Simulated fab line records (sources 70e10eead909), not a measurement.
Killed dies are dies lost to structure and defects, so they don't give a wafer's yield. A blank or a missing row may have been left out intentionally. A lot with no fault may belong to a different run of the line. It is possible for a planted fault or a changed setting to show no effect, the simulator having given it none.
fab line records || flow nandHarc || part 2 of 2: steps 20 to 35 of 35
record {"lots": 5, "wafers": 15, "lastDay": 31}
route steps=1302 shown P_GATE@139
lots that met no fault: from a run of the same line without faults
startH: start of the lot's first displayed wafer, in hours after the record's first day || waitH: time in hours since the lot's previous step || " as in the row above || L1.1+2: a single row standing in for several wafers || - either no value or no given start || * or withheld: withheld || < > ~ a bound
route shown NAME@n: NAME is a module with steps in the file, n the number in the route of the first one || usual: mean/standard deviation taken from wafers without a fault || same: alike in all rows || chamber/n: place in a boat || sites: readings site by site || _std_site: standard deviation across them || _edge_site: inner sites' mean taken away from outer sites' mean || radiusMm: how far each site lies from the wafer's centre || mask NAME#n: copy n || behind: the most recent tool/chamber to have shaped the wafer || hold: cause of the lot's hold/its duration in hours/its outcome || device: which transistor (n, p or np) failed to switch || end of line: at the end of the route, the tests of the same wafers || a step given without rows: its recipe and nothing more || killed: the dies lost at the first sort to structure and to defects; this is not the yield of the wafer || map: a wafer's dies, marking killed ones x, the rest . and places with no die _
set.NAME: the run value of the setting; set.NAME@STEP: its run value at that earlier step || model.NAME: the simulator's own value behind a step, which no gauge read
lots at selected steps of the route; one table per step, one row per wafer
services: from which hour (startH, from the record's first day; less than 0 if before it) a tool's chamber was out of use, for how many hours, and why
## steps
# step NHARC_P_GATE_PRECLEAN_97
# recipe {"timeS": 600, "tempC": 120, "chemistry": "SPM"}
{"lot.wafer": "L079.2+1+4", "tool": "wetBench-07", "chamber": "2,4,5", "startH": 157.71, "waitH": "-"}
{"lot.wafer": "L084.3+2+1", "tool": "wetBench-09", "chamber": "4,7,0", "startH": 208.78, "waitH": "-"}
{"lot.wafer": "L089.4+6+3", "tool": "wetBench-07", "chamber": "0,2,3", "startH": 255.13, "waitH": "-"}
{"lot.wafer": "L092.3+2+5", "tool": "wetBench-03", "chamber": "3,4,7", "startH": 294.55, "waitH": "-"}
{"lot.wafer": "L094.5+3+4", "tool": "wetBench-09", "chamber": "4,5,7", "startH": 306.97, "waitH": "-"}
# step NHARC_P_GATE_SRD_98
{"lot.wafer": "L079.2+1+4", "tool": "wetBench-07", "chamber": "2,4,5", "startH": "-", "waitH": "-"}
{"lot.wafer": "L084.3+2+1", "tool": "wetBench-09", "chamber": "4,7,0", "startH": "-", "waitH": "-"}
{"lot.wafer": "L089.4+6+3", "tool": "wetBench-07", "chamber": "0,2,3", "startH": "-", "waitH": "-"}
{"lot.wafer": "L092.3+2+5", "tool": "wetBench-03", "chamber": "3,4,7", "startH": "-", "waitH": "-"}
{"lot.wafer": "L094.5+3+4", "tool": "wetBench-09", "chamber": "4,5,7", "startH": "-", "waitH": "-"}
# step NHARC_P_GATE_PRECLEAN_99
# recipe {"timeS": "*", "tempC": 50, "bathAgeMin": 0, "chemistry": "SC1"}
# usual {"diwFlowMLMin": "1415/3.9"}
{"lot.wafer": "L079.2", "tool": "wetBench-07", "chamber": 2, "startH": "-", "waitH": "-", "diwFlowMLMin": 1421}
{"lot.wafer": "L079.1", "tool": "wetBench-07", "chamber": 4, "startH": "-", "waitH": "-", "diwFlowMLMin": 1416}
{"lot.wafer": "L079.4", "tool": "wetBench-07", "chamber": 5, "startH": "-", "waitH": "-", "diwFlowMLMin": 1417}
{"lot.wafer": "L084.3", "tool": "wetBench-09", "chamber": 4, "startH": "-", "waitH": "-", "diwFlowMLMin": 1410}
{"lot.wafer": "L084.2", "tool": "wetBench-09", "chamber": 7, "startH": "-", "waitH": "-", "diwFlowMLMin": 1419}
{"lot.wafer": "L084.1", "tool": "wetBench-09", "chamber": 0, "startH": "-", "waitH": "-", "diwFlowMLMin": 1416}
{"lot.wafer": "L089.4", "tool": "wetBench-07", "chamber": 0, "startH": "-", "waitH": "-", "diwFlowMLMin": 1420}
{"lot.wafer": "L089.6", "tool": "wetBench-07", "chamber": 2, "startH": "-", "waitH": "-", "diwFlowMLMin": 1411}
{"lot.wafer": "L089.3", "tool": "wetBench-07", "chamber": 3, "startH": "-", "waitH": "-", "diwFlowMLMin": 1414}
{"lot.wafer": "L092.3", "tool": "wetBench-03", "chamber": 3, "startH": "-", "waitH": "-", "diwFlowMLMin": 1408}
{"lot.wafer": "L092.2", "tool": "wetBench-03", "chamber": 4, "startH": "-", "waitH": "-", "diwFlowMLMin": 1414}
{"lot.wafer": "L092.5", "tool": "wetBench-03", "chamber": 7, "startH": "-", "waitH": "-", "diwFlowMLMin": 1415}
{"lot.wafer": "L094.5", "tool": "wetBench-09", "chamber": 4, "startH": "-", "waitH": "-", "diwFlowMLMin": 1414}
{"lot.wafer": "L094.3", "tool": "wetBench-09", "chamber": 5, "startH": "-", "waitH": "-", "diwFlowMLMin": 1419}
{"lot.wafer": "L094.4", "tool": "wetBench-09", "chamber": 7, "startH": "-", "waitH": "-", "diwFlowMLMin": 1410}
# step NHARC_P_GATE_SRD_100
{"lot.wafer": "L079.2+1+4", "tool": "wetBench-07", "chamber": "2,4,5", "startH": "-", "waitH": "-"}
{"lot.wafer": "L084.3+2+1", "tool": "wetBench-09", "chamber": "4,7,0", "startH": "-", "waitH": "-"}
{"lot.wafer": "L089.4+6+3", "tool": "wetBench-07", "chamber": "0,2,3", "startH": "-", "waitH": "-"}
{"lot.wafer": "L092.3+2+5", "tool": "wetBench-03", "chamber": "3,4,7", "startH": "-", "waitH": "-"}
{"lot.wafer": "L094.5+3+4", "tool": "wetBench-09", "chamber": "4,5,7", "startH": "-", "waitH": "-"}
# step NHARC_P_GATE_DEHYDRATE_38
# recipe {"tempC": 150, "timeS": 120}
{"lot.wafer": "L079.1+2+4", "tool": "lithoTrack-07", "chamber": 0, "startH": 158.11, "waitH": "-"}
{"lot.wafer": "L084.1+2+3", "tool": "lithoTrack-07", "chamber": 0, "startH": 209.18, "waitH": "-"}
{"lot.wafer": "L089.3+4+6", "tool": "lithoTrack-05", "chamber": 0, "startH": 255.52, "waitH": "-"}
{"lot.wafer": "L092.2+3+5", "tool": "lithoTrack-05", "chamber": 0, "startH": 294.94, "waitH": "-"}
{"lot.wafer": "L094.3+4+5", "tool": "lithoTrack-02", "chamber": 0, "startH": 307.37, "waitH": "-"}
# step NHARC_P_GATE_HMDS_39
# recipe {"timeS": 30}
{"lot.wafer": "L079.1+2+4", "tool": "lithoTrack-07", "chamber": 0, "startH": "-", "waitH": "-"}
{"lot.wafer": "L084.1+2+3", "tool": "lithoTrack-07", "chamber": 0, "startH": "-", "waitH": "-"}
{"lot.wafer": "L089.3+4+6", "tool": "lithoTrack-05", "chamber": 0, "startH": "-", "waitH": "-"}
{"lot.wafer": "L092.2+3+5", "tool": "lithoTrack-05", "chamber": 0, "startH": "-", "waitH": "-"}
{"lot.wafer": "L094.3+4+5", "tool": "lithoTrack-02", "chamber": 0, "startH": "-", "waitH": "-"}
# step NHARC_P_GATE_COAT_40
# recipe {"spinRpm": 3000}
{"lot.wafer": "L079.1+2+4", "tool": "lithoTrack-07", "chamber": 0, "startH": "-", "waitH": "-"}
{"lot.wafer": "L084.1+2+3", "tool": "lithoTrack-07", "chamber": 0, "startH": "-", "waitH": "-"}
{"lot.wafer": "L089.3+4+6", "tool": "lithoTrack-05", "chamber": 0, "startH": "-", "waitH": "-"}
{"lot.wafer": "L092.2+3+5", "tool": "lithoTrack-05", "chamber": 0, "startH": "-", "waitH": "-"}
{"lot.wafer": "L094.3+4+5", "tool": "lithoTrack-02", "chamber": 0, "startH": "-", "waitH": "-"}
# step NHARC_P_GATE_SOFTBAKE_41
# recipe {"tempC": 122, "timeS": 95}
{"lot.wafer": "L079.1+2+4", "tool": "lithoTrack-07", "chamber": 0, "startH": "-", "waitH": "-"}
{"lot.wafer": "L084.1+2+3", "tool": "lithoTrack-07", "chamber": 0, "startH": "-", "waitH": "-"}
{"lot.wafer": "L089.3+4+6", "tool": "lithoTrack-05", "chamber": 0, "startH": "-", "waitH": "-"}
{"lot.wafer": "L092.2+3+5", "tool": "lithoTrack-05", "chamber": 0, "startH": "-", "waitH": "-"}
{"lot.wafer": "L094.3+4+5", "tool": "lithoTrack-02", "chamber": 0, "startH": "-", "waitH": "-"}
# step NHARC_P_GATE_EBR_42
{"lot.wafer": "L079.1+2+4", "tool": "lithoTrack-07", "chamber": 0, "startH": "-", "waitH": "-"}
{"lot.wafer": "L084.1+2+3", "tool": "lithoTrack-07", "chamber": 0, "startH": "-", "waitH": "-"}
{"lot.wafer": "L089.3+4+6", "tool": "lithoTrack-05", "chamber": 0, "startH": "-", "waitH": "-"}
{"lot.wafer": "L092.2+3+5", "tool": "lithoTrack-05", "chamber": 0, "startH": "-", "waitH": "-"}
{"lot.wafer": "L094.3+4+5", "tool": "lithoTrack-02", "chamber": 0, "startH": "-", "waitH": "-"}
# step NHARC_P_GATE_EXPOSE_43
# recipe {"na": 0.6, "targetCdNm": 720, "doseMj": 14.81, "maskId": "P_NSD"}
{"lot.wafer": "L079.1+2+4", "tool": "krfScanner-04", "chamber": 0, "startH": 158.38, "waitH": "-", "mask": "P_NSD#0"}
{"lot.wafer": "L084.1+2+3", "tool": "krfScanner-04", "chamber": 0, "startH": 209.45, "waitH": "-", "mask": "P_NSD#0"}
{"lot.wafer": "L089.3+4+6", "tool": "krfScanner-04", "chamber": 0, "startH": 255.67, "waitH": "-", "mask": "P_NSD#0"}
{"lot.wafer": "L092.2+3+5", "tool": "krfScanner-02", "chamber": 0, "startH": 295.09, "waitH": "-", "mask": "P_NSD#0"}
{"lot.wafer": "L094.3+4+5", "tool": "krfScanner-03", "chamber": 0, "startH": 307.52, "waitH": "-", "mask": "P_NSD#0"}
# step NHARC_P_GATE_PEB_44
# recipe {"pebTempC": 118, "pebTimeS": 85}
{"lot.wafer": "L079.1+2+4", "tool": "lithoTrack-07", "chamber": 0, "startH": 158.44, "waitH": 0.1}
{"lot.wafer": "L084.1+2+3", "tool": "lithoTrack-02", "chamber": 0, "startH": 209.52, "waitH": 0.1}
{"lot.wafer": "L089.3+4+6", "tool": "lithoTrack-05", "chamber": 0, "startH": 255.73, "waitH": 0.1}
{"lot.wafer": "L092.2+3+5", "tool": "lithoTrack-05", "chamber": 0, "startH": 295.16, "waitH": 0.1}
{"lot.wafer": "L094.3+4+5", "tool": "lithoTrack-07", "chamber": 0, "startH": 307.58, "waitH": 0.1}
# step NHARC_P_GATE_DEVELOP_45
# recipe {"timeS": 70}
{"lot.wafer": "L079.1+2+4", "tool": "lithoTrack-07", "chamber": 0, "startH": "-", "waitH": "-"}
{"lot.wafer": "L084.1+2+3", "tool": "lithoTrack-02", "chamber": 0, "startH": "-", "waitH": "-"}
{"lot.wafer": "L089.3+4+6", "tool": "lithoTrack-05", "chamber": 0, "startH": "-", "waitH": "-"}
{"lot.wafer": "L092.2+3+5", "tool": "lithoTrack-05", "chamber": 0, "startH": "-", "waitH": "-"}
{"lot.wafer": "L094.3+4+5", "tool": "lithoTrack-07", "chamber": 0, "startH": "-", "waitH": "-"}
# step NHARC_P_GATE_CD_MEAS_46
# recipe {"targetCdNm": 720, "landingEnergyEv": 500}
# usual {"cdNm": "719.8/1.4"}
{"lot.wafer": "L079.1", "tool": "cdSem-02", "chamber": 0, "startH": 158.53, "waitH": "-", "cdNm": 718.5}
{"lot.wafer": "L079.2", "tool": "cdSem-02", "chamber": 0, "startH": 158.53, "waitH": "-", "cdNm": 719.3}
{"lot.wafer": "L079.4", "tool": "cdSem-02", "chamber": 0, "startH": 158.53, "waitH": "-", "cdNm": 720.0}
{"lot.wafer": "L084.1", "tool": "cdSem-02", "chamber": 0, "startH": 209.61, "waitH": "-", "cdNm": 719.0}
{"lot.wafer": "L084.2", "tool": "cdSem-02", "chamber": 0, "startH": 209.61, "waitH": "-", "cdNm": 718.9}
{"lot.wafer": "L084.3", "tool": "cdSem-02", "chamber": 0, "startH": 209.61, "waitH": "-", "cdNm": 719.4}
{"lot.wafer": "L089.3", "tool": "cdSem-02", "chamber": 0, "startH": 255.82, "waitH": "-", "cdNm": 721.3}
{"lot.wafer": "L089.4", "tool": "cdSem-02", "chamber": 0, "startH": 255.82, "waitH": "-", "cdNm": 720.2}
{"lot.wafer": "L089.6", "tool": "cdSem-02", "chamber": 0, "startH": 255.82, "waitH": "-", "cdNm": 720.7}
{"lot.wafer": "L092.2", "tool": "cdSem-01", "chamber": 0, "startH": 295.25, "waitH": "-", "cdNm": 721.3}
{"lot.wafer": "L092.3", "tool": "cdSem-01", "chamber": 0, "startH": 295.25, "waitH": "-", "cdNm": 720.9}
{"lot.wafer": "L092.5", "tool": "cdSem-01", "chamber": 0, "startH": 295.25, "waitH": "-", "cdNm": 721.1}
{"lot.wafer": "L094.3", "tool": "cdSem-03", "chamber": 0, "startH": 307.68, "waitH": "-", "cdNm": 721.3}
{"lot.wafer": "L094.4", "tool": "cdSem-03", "chamber": 0, "startH": 307.68, "waitH": "-", "cdNm": 722.5}
{"lot.wafer": "L094.5", "tool": "cdSem-03", "chamber": 0, "startH": 307.68, "waitH": "-", "cdNm": 721.2}
# step NHARC_P_GATE_HARDBAKE_47
# recipe {"tempC": 125, "timeS": 80}
{"lot.wafer": "L079.1+2+4", "tool": "lithoTrack-05", "chamber": 0, "startH": 158.61, "waitH": "-"}
{"lot.wafer": "L084.1+2+3", "tool": "lithoTrack-07", "chamber": 0, "startH": 209.69, "waitH": "-"}
{"lot.wafer": "L089.3+4+6", "tool": "lithoTrack-05", "chamber": 0, "startH": 255.90, "waitH": "-"}
{"lot.wafer": "L092.2+3+5", "tool": "lithoTrack-05", "chamber": 0, "startH": 295.33, "waitH": "-"}
{"lot.wafer": "L094.3+4+5", "tool": "lithoTrack-05", "chamber": 0, "startH": 307.76, "waitH": "-"}
# step NHARC_P_GATE_DESCUM_48
# recipe {"timeS": 3, "o2FlowSccm": 200, "arFlowSccm": 0, "biasPowerW": 0, "chemistry": "O2"}
# usual {"drypumpMotorCurrentA": "5.8/0.46", "oesProductAu": "1.000/0.0077", "rfVppV": "58.0/0.97", "showerheadPlenumPTorr": "1.95/0.079", "throttleValvePct": "11.312/0.009"}
{"lot.wafer": "L079.2", "tool": "rieDiel-05", "chamber": 0, "startH": 158.69, "waitH": "-", "drypumpMotorCurrentA": 5.5, "oesProductAu": 0.999, "rfHoursCounterH": 4.4, "rfVppV": 58.4, "showerheadPlenumPTorr": 2.01, "throttleValvePct": 11.310}
{"lot.wafer": "L079.1", "tool": "rieDiel-05", "chamber": 1, "startH": 158.69, "waitH": "-", "drypumpMotorCurrentA": 6.0, "oesProductAu": 1.002, "rfHoursCounterH": 5.2, "rfVppV": 56.1, "showerheadPlenumPTorr": 1.91, "throttleValvePct": 11.313}
{"lot.wafer": "L079.4", "tool": "rieDiel-05", "chamber": 2, "startH": 158.69, "waitH": "-", "drypumpMotorCurrentA": 5.7, "oesProductAu": 1.011, "rfHoursCounterH": 6.9, "rfVppV": 57.1, "showerheadPlenumPTorr": 2.07, "throttleValvePct": 11.328}
{"lot.wafer": "L084.3", "tool": "rieDiel-05", "chamber": 0, "startH": 209.77, "waitH": "-", "drypumpMotorCurrentA": 5.5, "oesProductAu": 0.984, "rfHoursCounterH": 5.5, "rfVppV": 59.4, "showerheadPlenumPTorr": 2.01, "throttleValvePct": 11.312}
{"lot.wafer": "L084.2", "tool": "rieDiel-05", "chamber": 2, "startH": 209.77, "waitH": "-", "drypumpMotorCurrentA": 5.7, "oesProductAu": 0.998, "rfHoursCounterH": 8.2, "rfVppV": 58.2, "showerheadPlenumPTorr": 2.07, "throttleValvePct": 11.322}
{"lot.wafer": "L084.1", "tool": "rieDiel-05", "chamber": 3, "startH": 209.77, "waitH": "-", "drypumpMotorCurrentA": 5.5, "oesProductAu": 1.003, "rfHoursCounterH": 7.0, "rfVppV": 57.3, "showerheadPlenumPTorr": 2.04, "throttleValvePct": 11.300}
{"lot.wafer": "L089.4", "tool": "rieDiel-04", "chamber": 1, "startH": 255.99, "waitH": "-", "drypumpMotorCurrentA": 5.5, "oesProductAu": 1.001, "rfHoursCounterH": 1.7, "rfVppV": 59.1, "showerheadPlenumPTorr": 2.04, "throttleValvePct": 11.306}
{"lot.wafer": "L089.3", "tool": "rieDiel-04", "chamber": 3, "startH": 255.99, "waitH": "-", "drypumpMotorCurrentA": 5.6, "oesProductAu": 1.000, "rfHoursCounterH": 2.2, "rfVppV": 57.7, "showerheadPlenumPTorr": 1.92, "throttleValvePct": 11.320}
{"lot.wafer": "L089.6", "tool": "rieDiel-04", "chamber": 1, "startH": 255.99, "waitH": "-", "drypumpMotorCurrentA": 5.5, "oesProductAu": 0.991, "rfHoursCounterH": "-", "rfVppV": 58.8, "showerheadPlenumPTorr": 2.04, "throttleValvePct": 11.307}
{"lot.wafer": "L092.2", "tool": "rieDiel-04", "chamber": 3, "startH": 295.42, "waitH": "-", "drypumpMotorCurrentA": 5.6, "oesProductAu": 1.003, "rfHoursCounterH": 3.3, "rfVppV": 57.7, "showerheadPlenumPTorr": 1.92, "throttleValvePct": 11.302}
{"lot.wafer": "L092.3", "tool": "rieDiel-04", "chamber": 1, "startH": 295.42, "waitH": "-", "drypumpMotorCurrentA": 5.5, "oesProductAu": 0.990, "rfHoursCounterH": 3.0, "rfVppV": 58.6, "showerheadPlenumPTorr": 2.04, "throttleValvePct": 11.309}
{"lot.wafer": "L092.5", "tool": "rieDiel-04", "chamber": 3, "startH": 295.42, "waitH": "-", "drypumpMotorCurrentA": 5.6, "oesProductAu": 0.999, "rfHoursCounterH": "-", "rfVppV": 58.2, "showerheadPlenumPTorr": 1.92, "throttleValvePct": 11.314}
{"lot.wafer": "L094.4", "tool": "rieDiel-05", "chamber": 0, "startH": 307.83, "waitH": "-", "drypumpMotorCurrentA": 5.4, "oesProductAu": 0.992, "rfHoursCounterH": 5.0, "rfVppV": 58.0, "showerheadPlenumPTorr": 2.01, "throttleValvePct": 11.296}
{"lot.wafer": "L094.3", "tool": "rieDiel-05", "chamber": 1, "startH": 307.83, "waitH": "-", "drypumpMotorCurrentA": 6.0, "oesProductAu": 0.991, "rfHoursCounterH": 4.9, "rfVppV": 56.9, "showerheadPlenumPTorr": 1.91, "throttleValvePct": 11.315}
{"lot.wafer": "L094.5", "tool": "rieDiel-05", "chamber": 0, "startH": 307.83, "waitH": "-", "drypumpMotorCurrentA": 5.4, "oesProductAu": 1.003, "rfHoursCounterH": "-", "rfVppV": 57.6, "showerheadPlenumPTorr": 2.01, "throttleValvePct": 11.310}
# step NHARC_P_GATE_IMPLANT_49
# recipe {"energyKev": 30, "doseCm2": 3e+15, "tiltDeg": 7}
# usual {"beamOnS": "30.8/0.96"}
{"lot.wafer": "L079.1", "tool": "implanter-01", "chamber": 0, "startH": 158.84, "waitH": 0.1, "beamOnS": 29.8}
{"lot.wafer": "L079.2", "tool": "implanter-01", "chamber": 0, "startH": 158.84, "waitH": 0.1, "beamOnS": 30.0}
{"lot.wafer": "L079.4", "tool": "implanter-01", "chamber": 0, "startH": 158.84, "waitH": 0.1, "beamOnS": 30.6}
{"lot.wafer": "L084.1", "tool": "implanter-02", "chamber": 0, "startH": 209.91, "waitH": 0.1, "beamOnS": 32.0}
{"lot.wafer": "L084.2", "tool": "implanter-02", "chamber": 0, "startH": 209.91, "waitH": 0.1, "beamOnS": 30.9}
{"lot.wafer": "L084.3", "tool": "implanter-02", "chamber": 0, "startH": 209.91, "waitH": 0.1, "beamOnS": 31.7}
{"lot.wafer": "L089.3", "tool": "implanter-01", "chamber": 0, "startH": 256.19, "waitH": 0.2, "beamOnS": 30.3}
{"lot.wafer": "L089.4", "tool": "implanter-01", "chamber": 0, "startH": 256.19, "waitH": 0.2, "beamOnS": 30.6}
{"lot.wafer": "L089.6", "tool": "implanter-01", "chamber": 0, "startH": 256.19, "waitH": 0.2, "beamOnS": 30.5}
{"lot.wafer": "L092.2", "tool": "implanter-01", "chamber": 0, "startH": 295.58, "waitH": 0.2, "beamOnS": 31.1}
{"lot.wafer": "L092.3", "tool": "implanter-01", "chamber": 0, "startH": 295.58, "waitH": 0.2, "beamOnS": 30.5}
{"lot.wafer": "L092.5", "tool": "implanter-01", "chamber": 0, "startH": 295.58, "waitH": 0.2, "beamOnS": 29.6}
{"lot.wafer": "L094.3", "tool": "implanter-02", "chamber": 0, "startH": 308.04, "waitH": 0.2, "beamOnS": 32.0}
{"lot.wafer": "L094.4", "tool": "implanter-02", "chamber": 0, "startH": 308.04, "waitH": 0.2, "beamOnS": 32.4}
{"lot.wafer": "L094.5", "tool": "implanter-02", "chamber": 0, "startH": 308.04, "waitH": 0.2, "beamOnS": 31.4}
## services
{"tool": "lithoTrack-05", "chamber": "-", "startH": 124.00, "hours": 7.0, "kind": "pm"}
{"tool": "rieSi-05", "chamber": "-", "startH": 128.00, "hours": 9.0, "kind": "pm"}
{"tool": "rieDiel-03", "chamber": 0, "startH": 135.67, "hours": 5.0, "kind": "repair"}
{"tool": "lithoTrack-01", "chamber": "-", "startH": 155.00, "hours": 7.0, "kind": "pm"}
{"tool": "wetBench-07", "chamber": "-", "startH": 160.00, "hours": 8.0, "kind": "pm"}
{"tool": "wetBench-09", "chamber": "-", "startH": 176.80, "hours": 8.0, "kind": "pm"}
{"tool": "rieDiel-04", "chamber": "-", "startH": 177.90, "hours": 9.0, "kind": "pm"}
{"tool": "lithoTrack-06", "chamber": "-", "startH": 179.00, "hours": 7.0, "kind": "pm"}
{"tool": "krfScanner-04", "chamber": "-", "startH": 182.00, "hours": 4.0, "kind": "pm"}
{"tool": "aldSin-04", "chamber": "-", "startH": 197.46, "hours": 0.5, "kind": "repair"}
{"tool": "rieDiel-04", "chamber": "-", "startH": 202.13, "hours": 0.5, "kind": "repair"}
{"tool": "wetBench-03", "chamber": "-", "startH": 210.40, "hours": 8.0, "kind": "pm"}
{"tool": "lithoTrack-02", "chamber": "-", "startH": 227.00, "hours": 7.0, "kind": "pm"}
{"tool": "implanter-01", "chamber": "-", "startH": 227.22, "hours": 1.2, "kind": "repair"}
{"tool": "rieDiel-05", "chamber": "-", "startH": 229.60, "hours": 9.0, "kind": "pm"}
{"tool": "rieDiel-05", "chamber": 2, "startH": 248.70, "hours": 1.9, "kind": "repair"}
{"tool": "lithoTrack-07", "chamber": "-", "startH": 251.00, "hours": 7.0, "kind": "pm"}
{"tool": "rieDiel-03", "chamber": 2, "startH": 255.55, "hours": 3.6, "kind": "repair"}
{"tool": "aldSin-04", "chamber": "-", "startH": 256.04, "hours": 10.0, "kind": "pm"}
{"tool": "rieDiel-03", "chamber": 3, "startH": 266.55, "hours": 14.2, "kind": "repair"}
{"tool": "krfScanner-04", "chamber": "-", "startH": 270.81, "hours": 2.7, "kind": "repair"}
{"tool": "rieDiel-05", "chamber": 2, "startH": 276.29, "hours": 23.8, "kind": "repair"}
{"tool": "rieDiel-03", "chamber": "-", "startH": 291.41, "hours": 9.0, "kind": "pm"}
{"tool": "lithoTrack-05", "chamber": "-", "startH": 299.00, "hours": 7.0, "kind": "pm"}
